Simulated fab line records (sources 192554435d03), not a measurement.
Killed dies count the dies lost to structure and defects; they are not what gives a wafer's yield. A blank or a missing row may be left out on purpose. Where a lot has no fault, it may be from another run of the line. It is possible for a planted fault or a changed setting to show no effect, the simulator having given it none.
fab line records	flow n5-finfet
record: lots: 24	wafers: 72	last-day: 19
route steps=1938 shown BEOL_M8@1385 BEOL_M9@1415 BEOL_M10@1473
lots untouched by any fault: they come from a run of this same line in which no faults occurred
start-h: hours from the record's first day to the start of the lot's first wafer shown	wait-h: how many hours have passed since the lot's step before this one	" same as the row above	L1.1+2: a row that stands for several wafers	- no value, or no start was given	* or withheld: withheld	< > ~ a bound
route shown NAME@n: NAME is a module with steps in the file, n the number in the route of the first one	usual: mean/standard deviation of fault-free wafers	same: alike in all rows	chamber/n: place in a boat	sites: readings site by site	_std_site: the values' standard deviation	_edge_site: the outer-site mean with the inner-site mean subtracted	radius-mm: for every site, how far away it sits from the centre of the wafer	mask NAME#n: copy n	behind: the last tool/chamber to shape the wafer	hold: what put the lot on hold/how long, in hours/how the hold closed	device: which transistor (n, p or np) failed to switch	end of line: the tests these same wafers got at the end of their route	for a step that has no rows: nothing shown but its recipe	killed: not the wafer's yield, but the dies lost to structure and defects at the first sort	map: per-die view of a wafer (x killed, . not killed, _ where there is no die)
set.NAME: the run value of the setting; set.NAME@STEP: its run value at that earlier step	model.NAME: the simulator's own value behind a step, which no gauge read
route steps across a sampled set of lots; one table per step, one row per wafer
services: a tool's chamber out of use, with start hour (start-h, from the record's first day; less than 0 if before it), hours out, and reason
== steps ==
step: N5_BEOL_M8_CD_MEAS_35
recipe: target-cd-nm: 40	polarity: opening
usual: cd-nm: 40.3/0.49
lot.wafer	tool	chamber	start-h	wait-h	cd-nm
L074.2	cd-sem-01	-	196.73	0.0	41.1
L074.3	"	-	"	"	39.9
L074.4	"	-	"	"	40.0
L076.2	cd-sem-02	-	206.77	0.0	40.4
L076.3	"	-	"	"	39.9
L076.5	"	-	"	"	40.5
L075.4	cd-sem-01	-	215.33	0.0	40.9
L075.5	"	-	"	"	41.3
L075.6	"	-	"	"	41.0
L077.4	cd-sem-03	-	225.38	0.0	40.3
L077.5	"	-	"	"	41.0
L077.6	"	-	"	"	40.7
L078.1	cd-sem-01	-	238.22	0.0	40.5
L078.3	"	-	"	"	40.4
L078.4	"	-	"	"	40.1
L079.2	cd-sem-01	-	247.81	0.0	40.1
L079.5	"	-	"	"	40.0
L079.6	"	-	"	"	40.3
L080.2	cd-sem-01	-	254.39	0.0	40.7
L080.3	"	-	"	"	39.8
L080.6	"	-	"	"	39.4
L083.2	cd-sem-02	-	261.58	0.0	40.2
L083.3	"	-	"	"	40.2
L083.6	"	-	"	"	40.4
L081.3	cd-sem-01	-	271.94	0.0	39.7
L081.5	"	-	"	"	40.0
L081.6	"	-	"	"	39.8
L082.2	cd-sem-01	-	272.80	0.0	40.0
L082.4	"	-	"	"	40.5
L082.5	"	-	"	"	40.0
L084.2	cd-sem-03	-	282.46	0.0	40.5
L084.3	"	-	"	"	40.9
L084.4	"	-	"	"	40.7
L085.1	cd-sem-03	-	288.63	0.0	39.6
L085.2	"	-	"	"	39.7
L085.3	"	-	"	"	40.0
L089.3	cd-sem-03	-	297.67	0.0	40.0
L089.4	"	-	"	"	40.0
L089.5	"	-	"	"	39.7
L086.4	cd-sem-03	-	298.06	0.0	39.9
L086.5	"	-	"	"	40.0
L086.6	"	-	"	"	39.2
L087.2	cd-sem-01	-	306.43	0.0	39.8
L087.4	"	-	"	"	40.0
L087.5	"	-	"	"	40.3
L088.2	cd-sem-01	-	306.83	0.0	40.3
L088.3	"	-	"	"	40.7
L088.5	"	-	"	"	40.2
L090.2	cd-sem-01	-	313.86	0.0	40.1
L090.3	"	-	"	"	39.7
L090.4	"	-	"	"	40.6
L092.2	cd-sem-03	-	316.73	0.0	40.5
L092.5	"	-	"	"	41.2
L092.6	"	-	"	"	41.0
L093.1	cd-sem-02	-	319.04	0.0	40.1
L093.3	"	-	"	"	39.9
L093.6	"	-	"	"	39.6
L091.1	cd-sem-01	-	323.76	0.0	40.5
L091.3	"	-	"	"	40.1
L091.6	"	-	"	"	40.4
L094.1	cd-sem-01	-	341.65	0.0	40.4
L094.2	"	-	"	"	40.4
L094.3	"	-	"	"	40.7
L095.2	cd-sem-03	-	342.04	0.0	39.9
L095.3	"	-	"	"	39.7
L095.6	"	-	"	"	39.4
L097.1	cd-sem-03	-	352.38	0.0	40.7
L097.3	"	-	"	"	41.1
L097.6	"	-	"	"	40.5
L096.4	cd-sem-01	-	370.73	0.0	40.0
L096.5	"	-	"	"	40.3
L096.6	"	-	"	"	40.0
step: N5_BEOL_M8_DEGAS_44
recipe: ambient: vacuum	temp-c: 250	time-s: 60
usual: heater-power-w: 327/33
same: time-s: 60
lot.wafer	tool	chamber	start-h	wait-h	heater-power-w
L074.2	pvd-sputter-03	-	197.21	0.3	311
L074.3	"	-	"	"	328
L074.4	"	-	"	"	342
L076.2	pvd-sputter-02	-	207.41	0.3	247
L076.3	"	-	"	"	335
L076.5	"	-	"	"	345
L075.4	pvd-sputter-03	-	216.03	0.5	344
L075.5	"	-	"	"	312
L075.6	"	-	"	"	340
L077.4	pvd-sputter-02	-	227.35	1.7	335
L077.5	"	-	"	"	243
L077.6	"	-	"	"	338
L078.1	pvd-sputter-03	-	238.91	0.6	307
L078.3	"	-	"	"	335
L078.4	"	-	"	"	334
L079.2	pvd-sputter-02	-	248.50	0.5	355
L079.5	"	-	"	"	338
L079.6	"	-	"	"	334
L080.2	pvd-sputter-02	-	256.12	1.6	351
L080.3	"	-	"	"	238
L080.6	"	-	"	"	340
L083.2	pvd-sputter-03	-	262.04	0.3	340
L083.3	"	-	"	"	326
L083.6	"	-	"	"	371
L081.3	pvd-sputter-03	-	272.82	0.7	308
L081.5	"	-	"	"	321
L081.6	"	-	"	"	333
L082.2	pvd-sputter-03	-	273.44	0.5	324
L082.4	"	-	"	"	330
L082.5	"	-	"	"	340
L084.2	pvd-sputter-03	-	283.23	0.6	341
L084.3	"	-	"	"	364
L084.4	"	-	"	"	318
L085.1	pvd-sputter-03	-	289.07	0.3	339
L085.2	"	-	"	"	325
L085.3	"	-	"	"	348
L089.3	pvd-sputter-02	-	298.07	0.2	342
L089.4	"	-	"	"	352
L089.5	"	-	"	"	343
L086.4	pvd-sputter-03	-	298.43	0.1	331
L086.5	"	-	"	"	337
L086.6	"	-	"	"	327
L087.2	pvd-sputter-02	-	306.98	0.4	344
L087.4	"	-	"	"	345
L087.5	"	-	"	"	336
L088.2	pvd-sputter-01	-	307.24	0.3	334
L088.3	"	-	"	"	339
L088.5	"	-	"	"	342
L090.2	pvd-sputter-01	-	314.22	0.2	331
L090.3	"	-	"	"	253
L090.4	"	-	"	"	344
L092.2	pvd-sputter-03	-	317.64	0.8	316
L092.5	"	-	"	"	308
L092.6	"	-	"	"	359
L093.1	pvd-sputter-02	-	319.67	0.5	245
L093.3	"	-	"	"	335
L093.6	"	-	"	"	336
L091.1	pvd-sputter-01	-	324.48	0.6	341
L091.3	"	-	"	"	333
L091.6	"	-	"	"	329
L094.1	pvd-sputter-03	-	342.60	0.8	314
L094.2	"	-	"	"	364
L094.3	"	-	"	"	326
L095.2	pvd-sputter-03	-	342.68	0.5	365
L095.3	"	-	"	"	336
L095.6	"	-	"	"	336
L097.1	pvd-sputter-03	-	352.90	0.4	317
L097.3	"	-	"	"	328
L097.6	"	-	"	"	312
L096.4	pvd-sputter-01	-	371.26	0.2	339
L096.5	"	-	"	"	350
L096.6	"	-	"	"	337
step: N5_BEOL_M9_OVL_MEAS_12
recipe: points-per-wafer: 44
usual: M9_OVL: -0.7/0.71
lot.wafer	tool	chamber	start-h	wait-h	M9_OVL[nm]
L074.2	overlay-02	0	201.68	0.0	-1.1
L074.3	"	0	"	"	-1.6
L074.4	"	0	"	"	-0.5
L076.2	overlay-01	0	212.68	0.0	-0.9
L076.3	"	0	"	"	-1.2
L076.5	"	0	"	"	-0.8
L075.4	overlay-01	0	222.36	0.0	-1.4
L075.5	"	0	"	"	-0.5
L075.6	"	0	"	"	-2.1
L077.4	overlay-02	0	232.81	0.1	-0.7
L077.5	"	0	"	"	-0.7
L077.6	"	0	"	"	-0.7
L078.1	overlay-02	0	242.78	0.0	0.0
L078.3	"	0	"	"	-1.5
L078.4	"	0	"	"	-0.4
L079.2	overlay-01	0	253.18	0.0	-0.9
L079.5	"	0	"	"	0.4
L079.6	"	0	"	"	0.0
L080.2	overlay-01	0	261.31	0.0	-1.2
L080.3	"	0	"	"	-0.2
L080.6	"	0	"	"	-0.3
L083.2	overlay-01	0	268.04	0.0	-0.4
L083.3	"	0	"	"	-1.0
L083.6	"	0	"	"	-1.1
L081.3	overlay-01	0	277.32	0.0	-0.1
L081.5	"	0	"	"	0.1
L081.6	"	0	"	"	-0.5
L082.2	overlay-02	0	277.54	0.0	-0.3
L082.4	"	0	"	"	-0.6
L082.5	"	0	"	"	-0.8
L084.2	overlay-01	0	286.79	0.0	0.3
L084.3	"	0	"	"	0.4
L084.4	"	0	"	"	0.6
L085.1	overlay-02	0	294.10	0.0	-1.5
L085.2	"	0	"	"	-0.6
L085.3	"	0	"	"	-0.4
L089.3	overlay-02	0	303.52	0.0	0.2
L089.4	"	0	"	"	-1.3
L089.5	"	0	"	"	-0.3
L086.4	overlay-02	0	303.89	0.0	-1.8
L086.5	"	0	"	"	-0.7
L086.6	"	0	"	"	-1.0
L087.2	overlay-02	0	310.92	0.0	-0.5
L087.4	"	0	"	"	-0.8
L087.5	"	0	"	"	-0.7
L088.2	overlay-01	0	312.03	0.0	-1.1
L088.3	"	0	"	"	-1.5
L088.5	"	0	"	"	-1.7
L090.2	overlay-01	0	317.50	0.0	-0.1
L090.3	"	0	"	"	-1.8
L090.4	"	0	"	"	-0.5
L092.2	overlay-02	0	322.28	0.0	1.3
L092.5	"	0	"	"	-0.2
L092.6	"	0	"	"	-0.2
L093.1	overlay-01	0	323.47	0.0	-1.0
L093.3	"	0	"	"	0.4
L093.6	"	0	"	"	-1.2
L091.1	overlay-01	0	328.62	0.0	-1.5
L091.3	"	0	"	"	-0.8
L091.6	"	0	"	"	-1.3
L094.1	overlay-02	0	347.15	0.0	-1.4
L094.2	"	0	"	"	-0.6
L094.3	"	0	"	"	-0.6
L095.2	overlay-01	0	347.31	0.0	-0.2
L095.3	"	0	"	"	-1.7
L095.6	"	0	"	"	-0.5
L097.1	overlay-01	0	359.92	0.0	0.6
L097.3	"	0	"	"	-0.6
L097.6	"	0	"	"	0.3
L096.4	overlay-01	0	377.56	0.0	-1.1
L096.5	"	0	"	"	-2.0
L096.6	"	0	"	"	-1.1
step: N5_BEOL_M9_ETCH_66
recipe: chemistry: N2/H2	target: SOC	target-depth-a: 800	overetch-a: 160	mask-material: SiARC	temp-c: 40	time-s: 120	ion-energy-ev: 200	pressure-mtorr: 30	source-w: 840	bias-w: 150	n2-flow-sccm: 200	h2-flow-sccm: 200
usual: drypump-motor-current-A: 5.5/0.38	oes-product-au: 0.61/0.061	rf-vpp-V: 523.9/1.9	showerhead-plenum-p-Torr: 2.54/0.062	throttle-valve-pct: 17.78/0.24
same: time-s: 120
lot.wafer	tool	chamber	start-h	wait-h	drypump-motor-current-A	oes-product-au	rf-hours-counter-h	rf-vpp-V	showerhead-plenum-p-Torr	throttle-valve-pct
L074.2	rie-diel-06	1	203.08	0.0	5.7	0.72	7	528.0	2.71	17.61
L074.3	"	3	"	"	5.2	0.76	2	523.3	2.49	17.64
L074.4	"	0	"	"	5.4	0.54	211	524.0	2.52	18.07
L076.2	rie-diel-06	3	214.40	0.0	5.2	0.74	6	523.9	2.49	17.64
L076.3	"	0	"	"	5.4	0.55	214	522.3	2.52	18.08
L076.5	"	0	"	"	5.4	0.55	-	522.6	2.52	18.06
L075.4	rie-diel-03	3	227.43	0.0	5.4	0.57	158	522.8	2.54	18.11
L075.5	"	3	"	"	5.4	0.57	-	522.3	2.54	18.13
L075.6	"	0	"	"	6.2	0.68	-	522.2	2.49	17.49
L077.4	rie-diel-06	1	233.89	0.0	5.7	0.69	17	528.7	2.70	17.63
L077.5	"	0	"	"	5.4	0.55	-	523.3	2.51	18.11
L077.6	"	3	"	"	5.1	0.72	-	522.5	2.48	17.64
L078.1	rie-diel-05	3	247.26	0.0	5.4	0.57	144	525.0	2.54	17.53
L078.3	"	1	"	"	4.9	0.64	76	521.1	2.47	17.54
L078.4	"	2	"	"	5.9	0.60	118	523.4	2.55	18.10
L079.2	rie-diel-05	0	254.32	0.0	4.9	0.52	239	523.8	2.51	18.12
L079.5	"	3	"	"	5.4	0.57	-	524.3	2.54	17.55
L079.6	"	2	"	"	5.8	0.61	-	523.7	2.55	18.11
L080.2	rie-diel-06	3	263.63	0.0	5.2	0.71	19	522.2	2.48	17.66
L080.3	"	0	"	"	5.4	0.55	226	521.7	2.51	18.09
L080.6	"	1	"	"	5.7	0.69	-	527.7	2.70	17.64
L083.2	rie-diel-06	3	271.21	0.0	5.1	0.71	21	522.1	2.48	17.67
L083.3	"	2	"	"	5.9	0.58	132	524.2	2.55	17.92
L083.6	"	0	"	"	5.4	0.55	-	523.2	2.51	18.11
L082.2	rie-diel-03	2	279.54	0.0	5.8	0.53	211	526.7	2.61	17.58
L082.4	"	1	"	"	5.1	0.61	109	525.0	2.56	17.64
L082.5	"	3	"	"	5.4	0.56	-	524.6	2.54	18.15
L081.3	rie-diel-06	0	279.70	0.0	5.4	0.54	231	523.9	2.51	18.11
L081.5	"	2	"	"	5.8	0.57	-	525.4	2.55	17.90
L081.6	"	3	"	"	5.2	0.70	-	522.1	2.48	17.67
L084.2	rie-diel-03	3	288.54	0.0	5.4	0.56	175	524.0	2.54	18.14
L084.3	"	1	"	"	5.1	0.61	112	524.6	2.56	17.67
L084.4	"	0	"	"	6.2	0.66	38	521.5	2.49	17.53
L085.1	rie-diel-05	3	296.54	0.0	5.4	0.57	157	524.7	2.54	17.57
L085.2	"	2	"	"	5.9	0.60	132	524.4	2.55	18.15
L085.3	"	1	"	"	4.9	0.64	90	522.3	2.46	17.55
L089.3	rie-diel-06	3	305.44	0.0	5.1	0.68	32	521.6	2.48	17.69
L089.4	"	1	"	"	5.7	0.67	38	528.5	2.69	17.67
L089.5	"	2	"	"	5.8	0.57	-	524.7	2.55	17.93
L086.4	rie-diel-05	2	305.92	0.0	5.9	0.59	136	524.6	2.55	18.15
L086.5	"	0	"	"	4.9	0.52	-	522.1	2.50	18.12
L086.6	"	3	"	"	5.4	0.56	-	522.4	2.53	17.57
L087.2	rie-diel-03	3	312.13	0.0	5.5	0.56	182	524.0	2.53	18.17
L087.4	"	2	"	"	5.8	0.53	221	526.0	2.60	17.58
L087.5	"	0	"	"	6.2	0.66	-	522.0	2.48	17.53
L088.2	rie-diel-03	2	313.61	0.0	5.7	0.52	222	525.9	2.60	17.60
L088.3	"	0	"	"	6.2	0.65	45	522.2	2.48	17.55
L088.5	"	0	"	"	6.2	0.66	-	524.1	2.48	17.53
L090.2	rie-diel-05	2	319.03	0.0	5.8	0.60	139	523.5	2.55	18.15
L090.3	"	1	"	"	4.9	0.62	98	522.1	2.46	17.57
L090.4	"	2	"	"	5.8	0.59	-	522.7	2.55	18.16
L092.2	rie-diel-03	3	323.44	0.0	5.4	0.55	185	524.5	2.53	18.17
L092.5	"	2	"	"	5.8	0.53	-	524.4	2.60	17.60
L092.6	"	3	"	"	5.4	0.56	-	524.4	2.53	18.18
L093.1	rie-diel-03	1	324.53	0.0	5.1	0.60	122	522.7	2.55	17.66
L093.3	"	0	"	"	6.2	0.64	48	522.1	2.48	17.54
L093.6	"	1	"	"	5.2	0.60	-	525.5	2.55	17.66
L091.1	rie-diel-05	3	332.20	0.0	5.4	0.56	170	523.6	2.53	17.60
L091.3	"	2	"	"	5.8	0.59	145	524.8	2.54	18.16
L091.6	"	3	"	"	5.4	0.57	-	523.8	2.53	17.58
L094.1	rie-diel-06	2	349.57	0.0	5.8	0.56	157	523.7	2.54	17.94
L094.2	"	3	"	"	5.2	0.66	49	521.0	2.47	17.70
L094.3	"	1	"	"	5.7	0.64	54	529.1	2.69	17.70
L095.2	rie-diel-05	2	350.05	0.0	5.8	0.59	151	525.0	2.54	18.16
L095.3	"	3	"	"	5.4	0.56	176	523.0	2.53	17.61
L095.6	"	1	"	"	4.9	0.62	-	522.4	2.46	17.62
L097.1	rie-diel-03	1	362.68	0.0	5.1	0.59	135	524.2	2.55	17.70
L097.3	"	0	"	"	6.3	0.64	61	521.1	2.48	17.56
L097.6	"	1	"	"	5.1	0.59	-	525.1	2.55	17.69
L096.4	rie-diel-06	3	379.76	0.0	5.1	0.66	60	522.4	2.46	17.75
L096.5	"	0	"	"	5.4	0.73	-	524.3	2.50	17.71
L096.6	"	1	"	"	5.8	0.64	-	529.0	2.68	17.72
step: N5_BEOL_M10_PECVD_70
recipe: material: SiO2	target-thk-a: 200	temp-c: 400	precursor: TEOS/O2	pressure-torr: 5.5	rf-w: 450	teos-flow-sccm: 53.8	gas: O2	flow-sccm: 3000	time-s: 22.7
usual: heater-power-w: 717/120	showerhead-plenum-p-Torr: 8.78/0.054	showerhead-vpp-V: 1368/54	throttle-valve-pct: 22.8/1
same: time-s: 22.7
lot.wafer	tool	chamber	start-h	wait-h	heater-power-w	showerhead-plenum-p-Torr	showerhead-vpp-V	throttle-valve-pct
L074.2	pecvd-02	0	206.96	0.0	548	8.79	1390	21.4
L074.3	"	0	"	"	534	8.79	1382	21.5
L074.4	"	1	"	"	715	8.74	1295	23.5
L076.2	pecvd-03	2	218.02	0.0	957	8.77	1294	21.7
L076.3	"	1	"	"	790	8.80	1409	22.9
L076.5	"	2	"	"	946	8.77	1326	21.7
L075.4	pecvd-03	2	231.56	0.1	958	8.80	1291	21.8
L075.5	"	1	"	"	704	8.74	1440	23.4
L075.6	"	0	"	"	613	8.74	1316	25.1
L077.4	pecvd-04	0	240.35	0.1	840	8.83	1445	22.6
L077.5	"	1	"	"	647	8.86	1421	23.2
L077.6	"	2	"	"	708	8.76	1327	22.0
L078.1	pecvd-03	0	251.14	0.0	574	8.75	1336	25.1
L078.3	"	2	"	"	986	8.78	1285	21.5
L078.4	"	1	"	"	764	8.78	1418	23.3
L079.2	pecvd-04	1	258.80	0.0	659	8.84	1435	23.2
L079.5	"	2	"	"	730	8.74	1332	22.1
L079.6	"	1	"	"	641	8.83	1433	23.2
L080.2	pecvd-04	0	268.52	0.0	852	8.85	1464	22.4
L080.3	"	2	"	"	751	8.75	1339	22.0
L080.6	"	2	"	"	757	8.75	1343	21.7
L083.2	pecvd-02	2	275.14	0.0	554	8.63	1358	21.4
L083.3	"	1	"	"	669	8.77	1299	23.5
L083.6	"	2	"	"	549	8.64	1334	21.5
L082.2	pecvd-03	2	283.30	0.0	947	8.80	1298	21.6
L082.4	"	1	"	"	799	8.78	1406	23.2
L082.5	"	2	"	"	949	8.79	1319	21.7
L081.3	pecvd-02	2	283.57	0.0	509	8.63	1343	21.4
L081.5	"	2	"	"	516	8.62	1372	21.7
L081.6	"	1	"	"	751	8.76	1306	23.3
L084.2	pecvd-02	0	293.65	0.0	616	8.79	1365	21.7
L084.3	"	1	"	"	724	8.73	1275	23.3
L084.4	"	0	"	"	633	8.80	1370	21.7
L085.1	pecvd-04	1	300.72	0.0	670	8.81	1430	23.4
L085.2	"	2	"	"	765	8.75	1323	22.3
L085.3	"	0	"	"	804	8.84	1468	22.4
L089.3	pecvd-04	2	308.88	0.0	696	8.78	1327	21.8
L089.4	"	2	"	"	691	8.75	1340	22.1
L089.5	"	1	"	"	613	8.84	1433	22.8
L086.4	pecvd-04	1	309.46	0.1	656	8.84	1415	23.0
L086.5	"	2	"	"	750	8.79	1334	22.5
L086.6	"	0	"	"	745	8.83	1464	22.3
L087.2	pecvd-03	1	316.02	0.0	789	8.78	1418	23.1
L087.4	"	1	"	"	777	8.81	1405	23.0
L087.5	"	0	"	"	644	8.73	1306	25.0
L088.2	pecvd-03	2	317.68	0.0	930	8.78	1287	21.7
L088.3	"	0	"	"	656	8.75	1295	24.6
L088.5	"	0	"	"	634	8.74	1338	24.9
L090.2	pecvd-03	2	323.03	0.0	991	8.78	1331	21.9
L090.3	"	1	"	"	825	8.79	1410	23.1
L090.4	"	1	"	"	797	8.78	1448	23.3
L092.2	pecvd-04	2	327.70	0.0	735	8.79	1335	22.3
L092.5	"	1	"	"	608	8.83	1436	23.0
L092.6	"	2	"	"	743	8.76	1346	22.3
L093.1	pecvd-04	2	328.58	0.0	705	8.75	1367	22.3
L093.3	"	2	"	"	711	8.75	1350	22.2
L093.6	"	1	"	"	664	8.85	1421	23.1
L091.1	pecvd-02	2	335.69	0.0	482	8.62	1372	21.6
L091.3	"	1	"	"	730	8.75	1309	23.5
L091.6	"	0	"	"	620	8.81	1368	21.6
L094.1	pecvd-03	1	353.27	0.0	742	8.80	1426	23.4
L094.2	"	2	"	"	950	8.78	1321	21.9
L094.3	"	0	"	"	594	8.74	1324	24.7
L095.2	pecvd-04	2	354.33	0.0	700	8.78	1341	22.4
L095.3	"	1	"	"	664	8.83	1424	23.1
L095.6	"	2	"	"	719	8.74	1341	22.2
L097.1	pecvd-03	0	367.24	0.0	661	8.76	1335	25.0
L097.3	"	2	"	"	996	8.80	1311	22.2
L097.6	"	2	"	"	948	8.79	1321	21.7
L096.4	pecvd-02	0	384.20	0.1	572	8.78	1375	22.0
L096.5	"	0	"	"	570	8.80	1394	22.0
L096.6	"	2	"	"	489	8.65	1371	22.1
step: N5_BEOL_M10_STRIP_19
recipe: chemistry: O2	power-w: 400	temp-c: 40	pressure-mtorr: 30	rf-frequency-hz: 6e+07	bias-power-w: 0	overash-fraction: 0.2	o2-flow-sccm: 225
usual: drypump-motor-current-A: 5.5/0.38	o2-flow-sccm: 225.0/0.69	oes-product-au: 0.80/0.081	rf-vpp-V: 3.7/0.6	showerhead-plenum-p-Torr: 2.12/0.058	throttle-valve-pct: 16.67/0.17
same: overash-fraction: 0.2
lot.wafer	tool	chamber	start-h	wait-h	drypump-motor-current-A	o2-flow-sccm	oes-product-au	rf-hours-counter-h	rf-vpp-V	showerhead-plenum-p-Torr	throttle-valve-pct
L074.2	rie-diel-01	3	208.47	0.1	5.7	224.9	0.87	52	3.0	2.04	16.52
L074.3	"	0	"	"	5.3	224.9	0.85	69	3.5	2.21	16.42
L074.4	"	1	"	"	5.9	224.7	0.69	231	3.5	2.15	16.73
L076.2	rie-diel-01	0	219.98	0.1	5.3	225.7	0.85	73	4.2	2.21	16.43
L076.3	"	1	"	"	5.9	222.8	0.67	234	3.5	2.15	16.73
L076.5	"	1	"	"	5.9	224.7	0.67	-	4.9	2.15	16.74
L075.4	rie-diel-02	3	234.72	0.1	5.1	225.5	0.71	192	2.3	2.16	16.65
L075.5	"	2	"	"	5.5	224.9	0.72	-	3.7	2.08	16.68
L075.6	"	1	"	"	4.6	225.0	0.80	-	4.1	2.11	16.89
L077.4	rie-diel-04	2	243.10	0.1	5.4	225.0	0.83	89	3.7	2.13	16.71
L077.5	"	2	"	"	5.4	224.1	0.84	-	3.2	2.13	16.72
L077.6	"	1	"	"	5.4	225.4	0.87	-	3.4	2.05	16.59
L078.1	rie-diel-02	2	255.06	0.1	5.5	226.3	0.70	206	3.2	2.08	16.69
L078.3	"	1	"	"	4.7	223.6	0.79	120	3.6	2.10	16.93
L078.4	"	0	"	"	5.7	223.7	0.67	249	3.5	2.15	17.17
L079.2	rie-diel-04	1	261.85	0.1	5.4	225.0	0.85	57	3.3	2.04	16.60
L079.5	"	1	"	"	5.4	225.1	0.86	-	3.3	2.04	16.60
L079.6	"	0	"	"	5.7	225.9	0.69	-	3.4	2.07	16.94
L080.2	rie-diel-04	1	269.58	0.1	5.4	224.7	0.86	60	3.6	2.04	16.61
L080.3	"	3	"	"	5.6	225.3	0.82	83	2.8	2.12	16.74
L080.6	"	3	"	"	5.6	225.7	0.82	-	3.5	2.12	16.71
L083.2	rie-diel-01	2	277.32	0.1	6.1	224.8	0.83	81	2.8	2.22	16.51
L083.3	"	0	"	"	5.3	226.2	0.82	85	4.1	2.20	16.45
L083.6	"	2	"	"	6.1	226.1	0.82	-	3.8	2.22	16.53
L082.2	rie-diel-04	1	285.46	0.2	5.4	226.3	0.84	65	3.6	2.04	16.63
L082.4	"	3	"	"	5.6	224.1	0.82	89	3.4	2.12	16.75
L082.5	"	0	"	"	5.7	225.6	0.99	-	4.3	2.06	16.46
L081.3	rie-diel-01	0	285.78	0.2	5.3	224.5	0.83	89	3.7	2.20	16.45
L081.5	"	0	"	"	5.3	224.6	0.84	-	3.1	2.20	16.45
L081.6	"	2	"	"	6.1	225.9	0.82	-	4.2	2.22	16.54
L084.2	rie-diel-01	3	295.48	0.2	5.7	226.2	0.83	79	2.9	2.03	16.56
L084.3	"	0	"	"	5.3	225.4	0.83	94	2.7	2.20	16.47
L084.4	"	0	"	"	5.3	225.3	0.83	-	5.5	2.20	16.45
L085.1	rie-diel-02	3	303.77	0.2	5.1	224.2	0.69	221	4.2	2.15	16.71
L085.2	"	0	"	"	5.7	224.6	0.93	11	3.9	2.15	16.74
L085.3	"	1	"	"	4.7	225.0	0.77	140	3.7	2.10	16.94
L089.3	rie-diel-02	1	311.50	0.2	4.7	224.3	0.77	143	3.3	2.10	16.96
L089.4	"	3	"	"	5.1	225.8	0.69	224	3.5	2.15	16.72
L089.5	"	0	"	"	5.7	224.3	0.91	-	4.7	2.15	16.71
L086.4	rie-diel-04	1	311.70	0.1	5.4	224.6	0.85	74	3.1	2.04	16.62
L086.5	"	0	"	"	5.8	226.4	0.96	-	3.9	2.06	16.46
L086.6	"	1	"	"	5.4	224.9	0.83	-	3.4	2.04	16.63
L087.2	rie-diel-02	1	317.60	0.1	4.7	224.8	0.79	145	3.5	2.10	16.97
L087.4	"	2	"	"	5.5	225.7	0.70	225	4.6	2.07	16.73
L087.5	"	1	"	"	4.7	223.8	0.78	-	3.5	2.10	16.96
L088.2	rie-diel-02	2	319.65	0.1	5.5	226.5	0.69	226	3.6	2.07	16.74
L088.3	"	0	"	"	5.6	225.7	0.93	17	3.7	2.15	16.75
L088.5	"	1	"	"	4.7	225.0	0.78	-	3.5	2.10	16.97
L090.2	rie-diel-02	0	324.08	0.1	5.7	225.0	0.93	19	3.2	2.15	16.74
L090.3	"	2	"	"	5.5	224.7	0.69	227	3.8	2.07	16.73
L090.4	"	3	"	"	5.1	223.7	0.70	229	4.2	2.15	16.72
L092.2	rie-diel-01	3	329.22	0.1	5.7	225.3	0.83	89	3.7	2.03	16.57
L092.5	"	0	"	"	5.3	224.0	0.82	-	3.4	2.20	16.47
L092.6	"	1	"	"	5.9	225.1	0.95	-	3.0	2.14	16.33
L093.1	rie-diel-01	0	329.79	0.1	5.3	224.2	0.81	105	4.7	2.20	16.49
L093.3	"	3	"	"	5.7	225.8	0.82	89	3.1	2.03	16.56
L093.6	"	0	"	"	5.2	225.2	0.82	-	3.3	2.20	16.48
L091.1	rie-diel-04	2	337.54	0.1	5.4	224.2	0.81	122	3.3	2.11	16.80
L091.3	"	3	"	"	5.6	224.3	0.80	107	3.4	2.12	16.76
L091.6	"	2	"	"	5.5	225.5	0.81	-	3.8	2.11	16.78
L094.1	rie-diel-01	1	356.37	0.1	5.9	224.8	0.92	20	3.8	2.13	16.34
L094.2	"	3	"	"	5.7	224.6	0.81	98	3.3	2.03	16.59
L094.3	"	2	"	"	6.1	224.7	0.80	109	3.0	2.21	16.57
L095.2	rie-diel-02	2	356.52	0.1	5.5	225.3	0.69	240	4.9	2.07	16.76
L095.3	"	1	"	"	4.7	225.2	0.76	161	4.1	2.09	16.98
L095.6	"	2	"	"	5.5	224.6	0.68	-	4.1	2.07	16.77
L097.1	rie-diel-02	0	371.25	0.1	5.7	225.0	0.88	37	2.9	2.14	16.76
L097.3	"	3	"	"	5.1	224.9	0.68	246	4.0	2.14	16.74
L097.6	"	2	"	"	5.5	226.1	0.67	-	3.7	2.07	16.76
L096.4	rie-diel-01	3	386.23	0.1	5.7	224.7	0.80	108	4.7	2.02	16.59
L096.5	"	3	"	"	5.7	224.9	0.81	-	4.0	2.03	16.61
L096.6	"	0	"	"	5.3	224.8	0.79	-	4.0	2.19	16.52
== services ==
tool	chamber	start-h	hours	kind
rie-diel-05	3	175.74	3.6	repair
rie-diel-01	0	183.85	7.7	repair
pecvd-04	-	184.15	6.0	pm
rie-diel-02	3	195.74	3.8	repair
rie-diel-03	0	209.33	4.7	repair
pecvd-03	1	210.96	3.6	repair
rie-diel-02	2	227.15	4.2	repair
rie-diel-06	0	235.18	4.9	repair
rie-diel-01	-	238.63	15.6	pm
rie-diel-02	2	252.28	2.4	repair
pecvd-03	-	258.24	0.9	repair
rie-diel-01	0	259.64	4.1	repair
rie-diel-02	-	260.12	2.8	pm
rie-diel-03	0	268.47	1.5	repair
rie-diel-05	0	280.12	21.8	repair
pecvd-03	2	284.98	11.5	repair
pecvd-04	-	288.27	0.8	pm
rie-diel-01	-	310.45	2.8	pm
pecvd-04	0	319.67	12.2	repair
rie-diel-06	2	329.05	5.4	repair
rie-diel-01	0	331.37	1.3	repair
rie-diel-01	-	334.23	0.9	repair
rie-diel-02	3	377.10	7.1	repair
pecvd-04	2	378.72	11.0	repair
== key ==
fault none
